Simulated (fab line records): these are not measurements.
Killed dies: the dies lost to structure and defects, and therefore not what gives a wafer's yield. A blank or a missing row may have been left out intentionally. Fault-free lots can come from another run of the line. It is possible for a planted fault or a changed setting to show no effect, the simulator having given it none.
fab line records	flow nand-harc
[record] lots = 12	wafers = 36	last-day = 24
route steps=1159 shown A_WL_FILL@839 A_CONTACT@851
lots untouched by any fault: they come from a run of this same line in which no faults occurred
start-h: start of the lot's first displayed wafer, in hours after the record's first day	wait-h: time in hours since the lot's previous step	" same as the row above	L1.1+2: one row covering several wafers at once	- no value, or no start was given	* or withheld: withheld	< > ~ a bound
route shown NAME@n: a module of which the file shows steps, and the number in the route of the first	usual: mean/standard deviation of fault-free wafers	same: alike in all rows	chamber/n: place in a boat	sites: the reading at each site	_std_site: the standard deviation of these	_edge_site: outer sites' mean less inner sites'	radius-mm: how far each site lies from the wafer's centre	mask NAME#n: copy n	behind: the tool/chamber that last shaped the wafer	hold: why the lot was held/for how many hours/how that ended	device: which transistor (n, p or np) failed to switch	end of line: the same wafers' tests at the end of the route	a step without rows: its recipe alone	killed: dies that structure and defects cost at the first sort, which is not the same as the wafer's yield	map: dies across one wafer; x = killed, . = not, _ = none there
set.NAME: setting as actually run; set.NAME@STEP: the setting as run at that earlier step	model.NAME: the simulator's own value behind a step, which no gauge read
the route's steps for a sample of lots (tables are steps, rows are wafers)
services: when a tool's chamber went out of use (start-h, in hours from the record's first day, below 0 if earlier), for how many hours, and the reason
[[steps]]
[step NHARC_A_WL_FILL_INSPECT_15]
[usual] raw-defect-count = 363/95
lot.wafer	tool	chamber	start-h	wait-h	raw-defect-count
L628.1	defect-inspect-02	-	357.80	0.0	259
L628.5	"	-	"	"	317
L628.6	"	-	"	"	287
L631.1	defect-inspect-01	-	369.03	0.0	335
L631.5	"	-	"	"	411
L631.6	"	-	"	"	354
L633.1	defect-inspect-01	-	374.15	0.0	393
L633.2	"	-	"	"	546
L633.3	"	-	"	"	257
L630.2	defect-inspect-01	-	378.39	0.0	424
L630.4	"	-	"	"	251
L630.6	"	-	"	"	375
L634.2	defect-inspect-02	-	402.48	0.0	270
L634.5	"	-	"	"	309
L634.6	"	-	"	"	319
L635.1	defect-inspect-01	-	413.14	0.0	358
L635.5	"	-	"	"	299
L635.6	"	-	"	"	575
L643.3	defect-inspect-01	-	454.96	0.0	208
L643.4	"	-	"	"	319
L643.6	"	-	"	"	397
L649.1	defect-inspect-02	-	470.81	0.0	432
L649.5	"	-	"	"	566
L649.6	"	-	"	"	532
L648.2	defect-inspect-01	-	475.09	0.0	470
L648.3	"	-	"	"	452
L648.6	"	-	"	"	462
L646.1	defect-inspect-02	-	491.00	0.0	436
L646.5	"	-	"	"	477
L646.6	"	-	"	"	388
L651.3	defect-inspect-01	-	498.56	0.0	320
L651.5	"	-	"	"	255
L651.6	"	-	"	"	352
L650.3	defect-inspect-02	-	499.22	0.0	377
L650.4	"	-	"	"	303
L650.6	"	-	"	"	368
[step NHARC_A_CONTACT_EXPOSE_39]
[recipe] na = 1.35	sigma-outer = 0.8	dose-mj = 58.79	mask-id = A_CC_3
[usual] exposure-dose-mJ-cm2 = 58.81/0.087
[same] sigma-outer = 0.8
lot.wafer	tool	chamber	start-h	wait-h	mask	exposure-dose-mJ-cm2
L628.1	arfi-scanner-02	0	362.21	-	A_CC_3#0	58.80
L628.5	"	0	"	"	A_CC_3#0	58.72
L628.6	"	0	"	"	A_CC_3#0	58.72
L631.1	arfi-scanner-02	0	375.17	-	A_CC_3#0	58.70
L631.5	"	0	"	"	A_CC_3#0	58.77
L631.6	"	0	"	"	A_CC_3#0	58.83
L633.1	arfi-scanner-02	0	379.26	-	A_CC_3#0	58.72
L633.2	"	0	"	"	A_CC_3#0	58.84
L633.3	"	0	"	"	A_CC_3#0	58.79
L630.2	arfi-scanner-01	0	382.49	-	A_CC_3#0	58.96
L630.4	"	0	"	"	A_CC_3#0	58.89
L630.6	"	0	"	"	A_CC_3#0	58.90
L634.2	arfi-scanner-02	0	406.00	-	A_CC_3#0	58.75
L634.5	"	0	"	"	A_CC_3#0	58.73
L634.6	"	0	"	"	A_CC_3#0	58.78
L635.1	arfi-scanner-03	0	419.27	-	A_CC_3#0	58.78
L635.5	"	0	"	"	A_CC_3#0	58.79
L635.6	"	0	"	"	A_CC_3#0	58.75
L643.3	arfi-scanner-01	0	458.33	-	A_CC_3#0	58.87
L643.4	"	0	"	"	A_CC_3#0	58.93
L643.6	"	0	"	"	A_CC_3#0	58.95
L649.1	arfi-scanner-02	0	475.55	-	A_CC_3#0	40.54
L649.5	"	0	"	"	A_CC_3#0	40.56
L649.6	"	0	"	"	A_CC_3#0	40.56
L648.2	arfi-scanner-02	0	481.31	-	A_CC_3#0	44.17
L648.3	"	0	"	"	A_CC_3#0	44.25
L648.6	"	0	"	"	A_CC_3#0	44.26
L646.1	arfi-scanner-02	0	496.08	-	A_CC_3#0	46.51
L646.5	"	0	"	"	A_CC_3#0	46.47
L646.6	"	0	"	"	A_CC_3#0	46.45
L651.3	arfi-scanner-03	0	502.06	-	A_CC_3#0	58.70
L651.5	"	0	"	"	A_CC_3#0	58.72
L651.6	"	0	"	"	A_CC_3#0	58.79
L650.3	arfi-scanner-01	0	502.91	-	A_CC_3#0	58.91
L650.4	"	0	"	"	A_CC_3#0	58.85
L650.6	"	0	"	"	A_CC_3#0	58.95
[step NHARC_A_CONTACT_CD_MEAS_42]
[recipe] target-cd-nm = 200	landing-energy-ev = 500
[usual] cd-nm = 200.2/0.4
[same] landing-energy-ev = 500
lot.wafer	tool	chamber	start-h	wait-h	cd-nm
L628.1	cd-sem-01	0	362.35	-	199.9
L628.5	"	0	"	"	200.3
L628.6	"	0	"	"	199.9
L631.1	cd-sem-02	0	375.31	-	200.3
L631.5	"	0	"	"	199.8
L631.6	"	0	"	"	200.4
L633.1	cd-sem-01	0	379.40	-	200.4
L633.2	"	0	"	"	200.2
L633.3	"	0	"	"	200.0
L630.2	cd-sem-02	0	382.62	-	200.2
L630.4	"	0	"	"	200.3
L630.6	"	0	"	"	200.2
L634.2	cd-sem-03	0	406.13	-	200.1
L634.5	"	0	"	"	200.4
L634.6	"	0	"	"	199.9
L635.1	cd-sem-01	0	419.41	-	200.1
L635.5	"	0	"	"	200.1
L635.6	"	0	"	"	199.3
L643.3	cd-sem-03	0	458.47	-	200.2
L643.4	"	0	"	"	200.8
L643.6	"	0	"	"	199.8
L649.1	cd-sem-01	0	475.69	-	185.0
L649.5	"	0	"	"	185.7
L649.6	"	0	"	"	185.3
L648.2	cd-sem-02	0	481.45	-	188.0
L648.3	"	0	"	"	188.5
L648.6	"	0	"	"	188.6
L646.1	cd-sem-03	0	496.22	-	190.1
L646.5	"	0	"	"	190.8
L646.6	"	0	"	"	190.1
L651.3	cd-sem-03	0	502.19	-	200.4
L651.5	"	0	"	"	201.0
L651.6	"	0	"	"	200.0
L650.3	cd-sem-03	0	503.05	-	200.4
L650.4	"	0	"	"	199.8
L650.6	"	0	"	"	199.6
[step NHARC_A_CONTACT_ETCH_50]
[recipe] target-depth-a = 847	time-s = 42.4	cf4-flow-sccm = 100	chf3-flow-sccm = 30	ar-flow-sccm = 0	rf-w = 500	bias-w = 200	chemistry = CF4/CHF3
[usual] bias-w = 200.0/0.55	drypump-motor-current-A = 5.8/0.48	oes-product-au = 0.949/0.023	rf-fwd-power-W = 493.8/2.1	rf-vpp-V = 371.3/2.2	showerhead-plenum-p-Torr = 1.60/0.062	throttle-valve-pct = 16.802/0.0097
lot.wafer	tool	chamber	start-h	wait-h	bias-w	drypump-motor-current-A	oes-product-au	rf-fwd-power-W	rf-hours-counter-h	rf-vpp-V	showerhead-plenum-p-Torr	throttle-valve-pct
L628.1	rie-diel-06	1	-	-	199.6	5.5	0.956	496.8	23	366.1	1.47	16.813
L628.5	"	1	"	"	200.7	5.4	0.941	493.8	-	367.1	1.47	16.804
L628.6	"	2	"	"	199.8	5.0	0.957	494.0	-	375.0	1.65	16.802
L631.1	rie-diel-06	2	-	-	200.3	5.0	0.973	491.7	26	372.6	1.65	16.798
L631.5	"	1	"	"	200.1	5.4	0.949	494.5	-	366.1	1.47	16.813
L631.6	"	2	"	"	199.2	5.0	0.974	492.0	-	373.4	1.65	16.816
L633.1	rie-diel-13	3	-	-	199.0	6.3	0.918	493.7	41	371.7	1.62	16.797
L633.2	"	0	"	"	200.6	5.9	0.921	496.9	40	373.4	1.69	16.811
L633.3	"	2	"	"	199.4	5.8	0.925	492.9	36	371.5	1.58	16.803
L630.4	rie-diel-05	1	-	-	200.6	5.9	0.936	493.7	13	373.2	1.64	16.808
L630.2	"	3	"	"	200.5	6.2	0.954	493.0	14	370.4	1.58	16.787
L630.6	"	2	"	"	199.5	5.6	0.960	494.2	-	371.3	1.57	16.808
L634.2	rie-diel-05	0	-	-	200.2	6.1	0.914	497.9	22	373.4	1.66	16.807
L634.6	"	2	"	"	200.5	5.6	0.925	495.9	-	370.3	1.57	16.790
L634.5	"	3	"	"	200.2	6.2	0.912	493.0	-	371.9	1.58	16.802
L635.1	rie-diel-05	0	-	-	199.2	6.1	0.940	497.5	28	372.5	1.66	16.784
L635.5	"	1	"	"	199.7	5.9	0.947	491.8	-	373.1	1.64	16.799
L635.6	"	2	"	"	198.9	5.6	0.955	497.8	-	370.1	1.57	16.807
L643.4	rie-diel-06	0	-	-	199.8	5.3	0.984	489.9	5	369.1	1.55	16.805
L643.3	"	3	"	"	200.5	6.6	0.965	492.6	6	373.6	1.64	16.800
L643.6	"	0	"	"	199.1	5.3	0.983	491.6	-	369.5	1.55	16.805
L649.1	rie-diel-13	0	-	-	200.1	5.9	0.937	495.8	5	373.9	1.68	16.816
L649.5	"	2	"	"	199.3	5.8	0.957	493.4	-	371.0	1.57	16.791
L649.6	"	3	"	"	199.9	6.4	0.935	494.6	-	371.8	1.61	16.804
L648.2	rie-diel-06	0	-	-	199.2	5.3	0.968	493.1	11	368.0	1.55	16.795
L648.3	"	1	"	"	199.1	5.4	0.972	493.8	12	368.6	1.46	16.823
L648.6	"	1	"	"	200.4	5.4	0.970	495.7	-	367.0	1.46	16.782
L646.1	rie-diel-06	2	-	-	199.5	5.0	0.983	494.4	15	373.7	1.64	16.805
L646.5	"	3	"	"	200.5	6.7	0.957	494.3	-	372.8	1.64	16.804
L646.6	"	0	"	"	200.3	5.3	0.965	493.2	-	368.9	1.55	16.799
L651.3	rie-diel-06	0	-	-	200.5	5.3	0.961	494.1	16	369.8	1.55	16.798
L651.6	"	2	"	"	199.3	5.0	0.965	493.5	-	372.4	1.64	16.794
L651.5	"	3	"	"	201.0	6.6	0.985	493.4	-	372.2	1.64	16.821
L650.4	rie-diel-05	0	-	-	199.8	6.1	0.923	495.5	58	373.3	1.65	16.811
L650.3	"	1	"	"	200.4	5.9	0.920	494.5	58	374.0	1.63	16.795
L650.6	"	0	"	"	199.3	6.1	0.924	493.1	-	374.0	1.65	16.785
[step NHARC_A_CONTACT_ETCH_112]
[recipe] source-w = withheld	pressure-mtorr = 20	bias-v = 3000	time-s = 94	target-depth-a = 9220	ar-flow-sccm = withheld	c4f8-flow-sccm = withheld	o2-flow-sccm = withheld	chemistry = C4F8/O2/Ar
lot.wafer	tool	chamber	start-h	wait-h	rf-hours-counter-h
L628.1	har-cap-etch-01	0	364.35	0.1	55
L628.6	"	1	"	"	-
L628.5	"	0	"	"	-
L631.1	har-cap-etch-03	0	377.01	0.1	83
L631.6	"	1	"	"	-
L631.5	"	0	"	"	-
L633.1	har-cap-etch-03	0	381.11	0.2	84
L633.2	"	1	"	"	84
L633.3	"	0	"	"	-
L630.2	har-cap-etch-03	1	384.34	0.2	85
L630.4	"	1	"	"	-
L630.6	"	0	"	"	-
L634.2	har-cap-etch-02	0	407.78	0.2	14
L634.6	"	0	"	"	-
L634.5	"	1	"	"	-
L635.1	har-cap-etch-02	1	421.14	0.1	15
L635.6	"	0	"	"	-
L635.5	"	1	"	"	-
L643.4	har-cap-etch-01	1	460.13	0.1	-
L643.3	"	0	"	"	-
L643.6	"	0	"	"	-
L649.1	har-cap-etch-02	1	477.51	0.2	26
L649.5	"	1	"	"	-
L649.6	"	0	"	"	-
L648.2	har-cap-etch-03	1	483.35	0.2	101
L648.3	"	0	"	"	-
L648.6	"	0	"	"	-
L646.1	har-cap-etch-01	0	497.86	0.2	79
L646.6	"	0	"	"	-
L646.5	"	1	"	"	-
L651.3	har-cap-etch-02	1	503.88	0.1	-
L651.6	"	1	"	"	-
L651.5	"	0	"	"	-
L650.3	har-cap-etch-01	0	504.74	0.1	-
L650.4	"	1	"	"	-
L650.6	"	1	"	"	-
[[services]]
tool	chamber	start-h	hours	kind
arfi-scanner-03	-	339.78	1.0	repair
arfi-scanner-01	-	340.34	1.6	repair
rie-diel-05	-	341.54	9.0	pm
arfi-scanner-03	-	345.55	0.3	repair
rie-diel-06	0	348.22	-	clean
rie-diel-06	1	348.22	-	clean
rie-diel-06	2	348.22	-	clean
arfi-scanner-01	-	352.55	1.5	repair
arfi-scanner-01	-	368.00	4.0	pm
arfi-scanner-02	-	370.11	1.8	repair
rie-diel-05	2	373.55	2.0	repair
arfi-scanner-02	-	379.52	0.4	repair
arfi-scanner-03	-	398.61	7.8	repair
arfi-scanner-01	-	400.32	8.4	repair
arfi-scanner-01	-	414.59	13.8	repair
rie-diel-06	-	418.20	9.0	pm
arfi-scanner-02	-	428.00	4.0	pm
arfi-scanner-02	-	435.73	0.7	repair
rie-diel-13	-	453.14	9.0	pm
arfi-scanner-02	0	457.24	-	calibration
rie-diel-06	3	475.93	7.0	repair
rie-diel-05	2	479.22	14.6	repair
arfi-scanner-03	-	484.00	4.0	pm
arfi-scanner-02	-	491.60	0.3	repair
[[key]]
[first-sign] step = NHARC_A_CONTACT_EXPOSE_39	reading = exposure-dose-mJ-cm2	direction = down	sigmas = 99+	usual = 58.81	struck = 43.75
[effect] step = NHARC_A_CONTACT_CD_MEAS_42	reading = cd-nm	direction = down	sigmas = 30	usual = 200.2	struck = 188.0	through = control-loop
met-at NHARC_A_CONTACT_EXPOSE_39
struck-lots L646,L648,L649
tester-left-out L646,L648,L649
[loop-trim] step = NHARC_A_CONTACT_EXPOSE_39	setting = dose	lots = L646,L648
not-acting-at NHARC_A_WL_FILL_INSPECT_15,NHARC_A_CONTACT_ETCH_50,NHARC_A_CONTACT_ETCH_112
onset-between 406.00 475.55
[fault] kind = process-parameter-drift	tool = arfi-scanner-02	chamber = -	onset-h = 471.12	steps = NHARC_A_CONTACT_EXPOSE_39	channel = dose-mj	offset = -18.207	shape = step	acts-in = these-recipes-only	stated = 58.79
// tester-left-out: of these lots the tester's yield and bins aren't shown, on N5 and GAA mostly nor the transistor test; their killed dies are dies lost to structure and defects alone, not to doping, threshold or leakage, so they don't give the yield
// loop-trim: a control loop set the setting to another value than it would have without faults
